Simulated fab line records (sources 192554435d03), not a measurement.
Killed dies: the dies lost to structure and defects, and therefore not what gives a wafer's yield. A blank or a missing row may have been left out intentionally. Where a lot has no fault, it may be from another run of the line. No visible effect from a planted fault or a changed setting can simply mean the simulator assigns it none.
fab line records	flow n5-finfet
record: lots: 11	wafers: 28	last-day: 17
route steps=1938 shown GATE_CUT@465 BEOL_M4@1111 PASSIVATION@1936
lots that met no fault: from a run of the same line without faults
start-h: hours from the record's opening day to when the first of the lot's shown wafers began	wait-h: hours since the lot's step before	" as in the row above	L1.1+2: a single row standing in for several wafers	- no value, or no start was given	* or withheld: withheld	< > ~ a bound
route shown NAME@n: names a module that has steps shown in the file, with the first one's number in the route	usual: mean and standard deviation over wafers with no fault	same: alike in all rows	chamber/n: place in a boat	sites: the reading at each site	_std_site: their standard deviation	_edge_site: outer sites' mean less inner sites'	radius-mm: for every site, how far away it sits from the centre of the wafer	mask NAME#n: copy n	behind: tool/chamber where the wafer was last shaped	hold: why the lot was held/for how many hours/how that ended	device: transistor that didn't switch, given as n, p or np	end of line: tests run on the same wafers once the route is complete	a step given without rows: its recipe and nothing more	killed: the dies lost at the first sort to structure and to defects; this is not the yield of the wafer	map: a wafer's dies, x killed, . not, _ none there
set.NAME: the setting that was run; set.NAME@STEP: the one run at that earlier step	model.NAME: the simulator's own value behind a step, which no gauge read
steps of the route over a sample of lots; a table a step, a row a wafer
services: when a tool's chamber went out of use (start-h, in hours from the record's first day, below 0 if earlier), for how many hours, and the reason
== steps ==
step: N5_GATE_CUT_ETCHBACK_00
recipe: chemistry: SF6/Cl2	target: W	pressure-mtorr: 8	icp-w: 900	bias-w: 80	SF6_flow_sccm: 40	Cl2_flow_sccm: 60
usual: drypump-motor-current-A: 5.6/0.58	oes-product-au: 0.79/0.12	throttle-valve-pct: 27.46/0.3
lot.wafer	tool	chamber	start-h	wait-h	drypump-motor-current-A	oes-product-au	rf-hours-counter-h	throttle-valve-pct
L522.4	rie-metal-02	1	106.57	0.1	5.0	0.68	-	27.33
L522.5	"	1	"	"	5.0	0.68	-	27.32
L522.6	"	0	"	"	5.5	0.83	-	27.64
L526.2	rie-metal-01	1	129.29	0.0	6.6	0.95	4	27.16
L526.5	"	0	"	"	5.1	0.66	-	27.88
L526.6	"	1	"	"	6.6	0.95	-	27.17
L527.1	rie-metal-03	1	133.64	0.0	5.5	0.58	143	27.43
L527.3	"	0	"	"	5.9	0.86	-	27.11
L527.4	"	1	"	"	5.5	0.58	-	27.47
L528.1	rie-metal-01	0	142.20	0.0	5.0	0.66	95	27.88
L528.2	"	1	"	"	6.6	0.92	6	27.17
L529.3	rie-metal-03	0	146.29	0.1	5.9	0.85	-	27.12
L529.6	"	0	"	"	5.9	0.86	-	27.11
L530.1	rie-metal-01	1	165.57	0.0	6.6	0.91	8	27.18
L530.4	"	0	"	"	5.1	0.65	-	27.90
L535.2	rie-metal-01	1	187.07	0.0	6.6	0.91	10	27.16
L535.4	"	0	"	"	5.1	0.65	-	27.89
L535.5	"	0	"	"	5.1	0.66	-	27.87
L537.1	rie-metal-02	1	192.38	0.0	5.0	0.66	88	27.35
L537.4	"	1	"	"	5.0	0.66	-	27.35
L537.6	"	0	"	"	5.5	0.80	-	27.64
L539.2	rie-metal-01	1	203.58	0.0	6.6	0.89	12	27.19
L539.3	"	0	"	"	5.0	0.65	-	27.88
L539.5	"	1	"	"	6.6	0.88	-	27.18
L540.5	rie-metal-02	0	205.06	0.1	5.5	0.80	-	27.66
L540.6	"	1	"	"	5.0	0.66	-	27.35
L541.5	rie-metal-01	0	212.79	0.1	5.0	0.65	-	27.89
L541.6	"	1	"	"	6.6	0.88	-	27.18
step: N5_GATE_CUT_VAPOR_ETCH_60
recipe: chemistry: BCl3/Cl2	target: HfO2	mode: isotropic
usual: drypump-motor-current-A: 5.6/0.58	he-backside-leak-sccm: 3.36/0.25	oes-product-au: 0.79/0.12
lot.wafer	tool	chamber	start-h	wait-h	drypump-motor-current-A	he-backside-leak-sccm	oes-product-au
L522.4	rie-metal-02	1	106.78	0.0	5.0	3.39	0.68
L522.5	"	1	"	"	5.0	3.48	0.68
L522.6	"	0	"	"	5.5	3.27	0.83
L526.2	rie-metal-01	1	129.53	0.0	6.6	3.26	0.97
L526.5	"	0	"	"	5.1	3.32	0.67
L526.6	"	1	"	"	6.6	3.26	0.97
L527.1	rie-metal-03	1	133.88	0.0	5.5	3.56	0.58
L527.3	"	0	"	"	5.9	3.49	0.86
L527.4	"	1	"	"	5.5	3.57	0.58
L528.1	rie-metal-01	0	142.44	0.0	5.0	3.40	0.66
L528.2	"	1	"	"	6.6	3.01	0.94
L529.3	rie-metal-03	0	146.71	0.1	5.9	3.43	0.86
L529.6	"	0	"	"	5.9	4.00	0.86
L530.1	rie-metal-01	1	165.81	0.0	6.6	3.27	0.95
L530.4	"	0	"	"	5.0	3.31	0.66
L535.2	rie-metal-01	1	187.31	0.0	6.6	3.14	0.91
L535.4	"	0	"	"	5.0	3.36	0.67
L535.5	"	0	"	"	5.0	3.30	0.66
L537.1	rie-metal-02	1	192.70	0.0	5.0	3.58	0.66
L537.4	"	1	"	"	5.0	3.52	0.67
L537.6	"	0	"	"	5.5	3.19	0.80
L539.2	rie-metal-01	1	203.82	0.0	6.6	3.18	0.91
L539.3	"	0	"	"	5.0	3.24	0.66
L539.5	"	1	"	"	6.6	3.14	0.92
L540.5	rie-metal-02	0	205.24	0.0	5.5	3.23	0.80
L540.6	"	1	"	"	5.0	3.43	0.66
L541.5	rie-metal-01	0	212.97	0.0	5.0	3.32	0.65
L541.6	"	1	"	"	6.6	3.28	0.91
step: N5_GATE_CUT_SAC_CAP_01
recipe: material: SiNx	target-thk-a: 240	temp-c: 400	ald-precursor-family: SiH2I2	ald-co-reactant: N2/H2-plasma	pulse-time-s: 1	ald-cycles: 480	purge-time-s: 2	co-reactant-purge-time-s: 2	pressure-torr: 2
usual: heater-power-w: 849/90	precursor-pulse-height-rel: 1.000/0.02
same: ald-cycles: 480
lot.wafer	tool	chamber	start-h	wait-h	heater-power-w	precursor-pulse-height-rel	since-wet-clean-h
L522.4	ald-sin-04	3	107.15	0.0	846	1.009	297
L522.5	"	2	108.24	1.1	874	1.007	-
L522.6	"	1	"	"	734	0.986	-
L526.2	ald-sin-04	0	130.06	0.1	774	1.023	320
L526.5	"	0	131.14	1.2	760	1.012	-
L526.6	"	1	"	"	726	0.975	-
L527.1	ald-sin-03	1	134.25	0.0	710	0.973	36
L527.3	"	2	"	"	901	1.006	36
L527.4	"	3	"	"	853	1.013	36
L528.1	ald-sin-04	0	142.81	0.0	754	0.997	333
L528.2	"	2	"	"	861	1.018	333
L529.3	ald-sin-04	3	147.15	0.1	840	1.021	337
L529.6	"	2	148.24	1.2	879	1.007	-
L530.1	ald-sin-04	0	166.18	0.0	772	0.974	356
L530.4	"	3	"	"	869	1.004	356
L535.2	ald-sin-02	1	189.58	1.7	773	1.006	288
L535.4	"	0	"	"	883	1.055	288
L535.5	"	1	190.66	2.8	770	1.017	-
L537.1	ald-sin-04	3	193.12	0.0	884	1.052	3
L537.4	"	2	"	"	876	0.973	3
L537.6	"	3	194.21	1.1	853	1.034	-
L539.2	ald-sin-02	0	205.69	1.5	914	0.974	304
L539.3	"	2	"	"	1044	0.968	304
L539.5	"	1	206.77	2.6	764	1.005	-
L540.5	ald-sin-03	1	208.12	2.6	708	1.004	-
L540.6	"	0	"	"	956	1.027	-
L541.5	ald-sin-02	2	214.41	1.1	999	0.998	-
L541.6	"	1	"	"	761	0.999	-
step: N5_GATE_CUT_VAPOR_ETCH_49
recipe: chemistry: BCl3/Cl2	target: TiAlC	mode: isotropic
usual: drypump-motor-current-A: 5.6/0.55	he-backside-leak-sccm: 3.32/0.19	oes-product-au: 0.79/0.12
lot.wafer	tool	chamber	start-h	wait-h	drypump-motor-current-A	he-backside-leak-sccm	oes-product-au
L522.4	rie-metal-02	0	110.97	0.0	5.5	2.83	0.82
L522.5	"	1	"	"	5.0	3.54	0.69
L522.6	"	0	"	"	5.5	3.01	0.82
L526.2	rie-metal-02	1	133.86	0.0	5.0	3.35	0.68
L526.5	"	1	"	"	5.0	3.45	0.67
L526.6	"	0	"	"	5.5	3.13	0.82
L527.1	rie-metal-03	1	137.93	0.0	5.4	3.62	0.57
L527.3	"	0	"	"	5.9	3.33	0.86
L527.4	"	1	"	"	5.4	3.61	0.58
L528.1	rie-metal-01	0	146.67	0.0	5.0	3.29	0.67
L528.2	"	1	"	"	6.6	3.19	0.94
L529.3	rie-metal-01	1	151.39	0.0	6.6	2.90	0.93
L529.6	"	0	"	"	5.0	3.41	0.66
L530.1	rie-metal-02	1	170.00	0.0	5.0	3.25	0.67
L530.4	"	0	"	"	5.5	3.15	0.81
L535.2	rie-metal-03	0	193.24	0.0	-	-	-
L535.4	"	1	"	"	-	-	-
L535.5	"	0	"	"	-	-	-
L537.1	rie-metal-02	0	196.78	0.0	-	-	-
L537.4	"	1	"	"	-	-	-
L537.6	"	1	"	"	-	-	-
L539.2	rie-metal-03	0	209.53	0.0	5.9	3.17	0.84
L539.3	"	0	"	"	5.9	3.25	0.84
L539.5	"	0	"	"	5.9	3.21	0.84
L540.5	rie-metal-03	1	210.74	0.0	5.4	3.39	0.93
L540.6	"	0	"	"	5.9	3.35	0.83
L541.5	rie-metal-02	0	217.21	0.0	5.5	3.17	0.80
L541.6	"	1	"	"	5.0	3.41	0.67
step: N5_BEOL_M4_RC_MEAS_101
usual: DIBL_N: 36.0/2	DIBL_P: 35.9/2.5	IOFF_N: 0.16/0.038	IOFF_P: 0.21/0.04	ION_N: 675/14	ION_P: 462/9.4	SS_N: 71.5/0.75	SS_P: 73.2/0.74	VT_N: 250/3.9	VT_P: -251/3.2
lot.wafer	tool	chamber	start-h	wait-h	DIBL_N[mV/V]	DIBL_P[mV/V]	IOFF_N[nA/um]	IOFF_P[nA/um]	ION_N[uA/um]	ION_P[uA/um]	SS_N[mV/dec]	SS_P[mV/dec]	VT_N[mV]	VT_P[mV]
L522.4	prober-01	0	182.65	0.5	36.7	37.6	0.18	0.24	670	463	72.8	73.0	249	-249
L522.5	"	0	"	"	37.8	38.4	0.21	0.24	678	455	73.3	74.1	250	-249
L522.6	"	0	"	"	34.0	33.3	0.13	0.16	667	459	72.2	73.1	257	-254
L526.2	prober-01	0	205.27	0.2	34.7	33.1	0.14	0.18	668	461	71.0	72.9	250	-253
L526.5	"	0	"	"	35.0	34.7	0.15	0.20	675	464	71.1	73.1	249	-250
L526.6	"	0	"	"	37.0	35.0	0.18	0.20	661	456	73.0	73.8	249	-250
L527.1	prober-02	0	212.35	0.0	35.6	34.3	0.16	0.23	701	483	71.3	72.8	243	-245
L527.3	"	0	"	"	34.8	33.3	0.13	0.22	683	475	69.7	72.4	248	-248
L527.4	"	0	"	"	35.3	34.1	0.14	0.23	686	472	70.6	72.8	248	-247
L528.1	prober-01	0	216.26	0.0	35.4	34.6	0.14	0.15	656	445	71.9	72.7	252	-257
L528.2	"	0	"	"	37.5	39.3	0.18	0.25	675	459	71.5	73.4	247	-250
L529.3	prober-02	0	229.54	0.3	35.7	36.2	0.15	0.21	659	460	71.7	73.8	252	-251
L529.6	"	0	"	"	36.6	37.1	0.18	0.20	673	457	71.1	72.8	246	-251
L530.1	prober-02	0	249.46	0.0	33.3	33.2	0.11	0.15	661	450	71.0	72.3	254	-255
L530.4	"	0	"	"	36.6	37.3	0.16	0.19	656	446	72.3	74.1	253	-255
L535.2	prober-01	0	272.18	0.2	38.6	39.1	0.21	0.25	687	462	72.5	74.8	246	-249
L535.4	"	0	"	"	34.9	34.7	0.13	0.18	658	448	72.0	73.1	254	-253
L535.5	"	0	"	"	39.8	40.8	0.25	0.29	683	465	72.4	74.8	242	-246
L537.1	prober-02	0	272.75	0.0	33.8	34.0	0.11	0.18	664	460	70.7	72.6	254	-251
L537.4	"	0	"	"	41.3	42.8	0.28	0.35	705	482	72.3	74.6	240	-243
L537.6	"	0	"	"	34.4	34.7	0.13	0.19	673	464	70.6	72.5	252	-252
L539.2	prober-01	0	276.71	0.2	36.8	37.8	0.16	0.21	685	465	71.4	73.6	250	-248
L539.3	"	0	"	"	31.9	32.6	0.09	0.15	660	463	70.5	71.4	258	-256
L539.5	"	0	"	"	35.9	36.6	0.15	0.20	676	468	71.2	72.9	251	-251
L540.5	prober-01	0	296.35	0.6	36.6	36.4	0.14	0.22	661	458	71.7	73.2	253	-250
L540.6	"	0	"	"	37.0	37.0	0.16	0.24	672	466	71.4	73.7	249	-249
L541.5	prober-01	0	301.39	0.6	34.7	35.0	0.12	0.17	664	460	71.2	72.7	254	-253
L541.6	"	0	"	"	33.0	31.9	0.11	0.15	663	464	70.9	71.9	258	-256
step: N5_PASSIVATION_PROBE_49
usual: defect-limited-yield: 91.3/1.5	killed_at_M0_to_M3: 33/12	killed_at_M4_up: 15/5.2	killed-at-contacts: 12/5.1	killed-at-front-end: 39/11	killed-at-other: 5/3.6	killed-dies: 103/18	killed-open: 67/13	killed-short: 33/7.8	sort_bin_5_function: 5.1/0.96	sort_bin_6_memory: 3.2/0.71	sort_bin_8_speed: 0.01/0.063	sort-n-pass: 1077/18
same: gross-dies: 1180	killed-at-back-side: 0	sort_bin_4_leakage[%]: 0
lot.wafer	tool	chamber	start-h	wait-h	defect-limited-yield[%]	killed_at_M0_to_M3	killed_at_M4_up	killed-at-contacts	killed-at-front-end	killed-at-other	killed-dies	killed-open	killed-short	sort_bin_5_function[%]	sort_bin_6_memory[%]	sort_bin_8_speed[%]	sort-n-pass
L530.1	prober-02	-	348.45	0.0	91.9	33	15	15	31	2	96	57	39	5.0	2.7	0	1084
killed by level:class
L530.1 MOL_CONTACT_COAG:geometric-particle:open=10 FIN_SAQP:geometric-particle:short=9 BEOL_M1:geometric-particle:open=7 BEOL_M2:geometric-particle:open=7 STI_FIN_REVEAL:geometric-particle:open=6 MOL_CONTACT_COAG:geometric-particle:short=5 BEOL_M5:geometric-particle:open=5 FIN_SAQP:geometric-particle:open=4
== services ==
tool	chamber	start-h	hours	kind
ald-sin-03	-	85.25	14.0	pm
ald-sin-03	0	85.25	14.0	vent-cycle
ald-sin-03	1	85.25	14.0	vent-cycle
ald-sin-03	2	85.25	14.0	vent-cycle
ald-sin-03	3	85.25	14.0	vent-cycle
ald-sin-03	0	99.25	-	clean
rie-metal-03	1	142.90	-	clean
rie-metal-03	1	142.90	12.3	scheduled-down
rie-metal-03	1	142.90	12.3	vent-cycle
rie-metal-02	0	144.98	2.3	repair
rie-metal-02	-	158.34	0.6	repair
ald-sin-03	-	161.72	6.1	pm
ald-sin-04	-	176.75	14.0	pm
ald-sin-04	0	176.75	14.0	vent-cycle
ald-sin-04	1	176.75	14.0	vent-cycle
ald-sin-04	2	176.75	14.0	vent-cycle
ald-sin-04	3	176.75	14.0	vent-cycle
rie-metal-01	-	179.59	0.4	repair
ald-sin-04	0	190.75	-	clean
ald-sin-04	1	190.75	-	clean
ald-sin-04	2	190.75	-	clean
ald-sin-04	3	190.75	-	clean
ald-sin-04	-	195.90	14.6	pm
ald-sin-03	0	197.94	3.1	repair
== key ==
first-sign: step: N5_GATE_CUT_VAPOR_ETCH_49	reading: tool-record	direction: missing
effect none on later readings
met-at N5_GATE_CUT_VAPOR_ETCH_49
struck-lots L535,L537
baseline-loss: step: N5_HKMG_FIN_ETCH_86	wafers: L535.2
not-acting-at N5_GATE_CUT_ETCHBACK_00,N5_GATE_CUT_VAPOR_ETCH_60,N5_GATE_CUT_SAC_CAP_01
onset-between 170.00 193.24
fault: kind: skipped-step-whole	tool: rie-metal-02,rie-metal-03	chamber: -	onset-h: 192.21	steps: N5_GATE_CUT_VAPOR_ETCH_49	scope: struck-lots-only
baseline-loss: these wafers lose ten dies or more at that step, a loss of the line's own and not of a fault; the sort's usual values leave them out
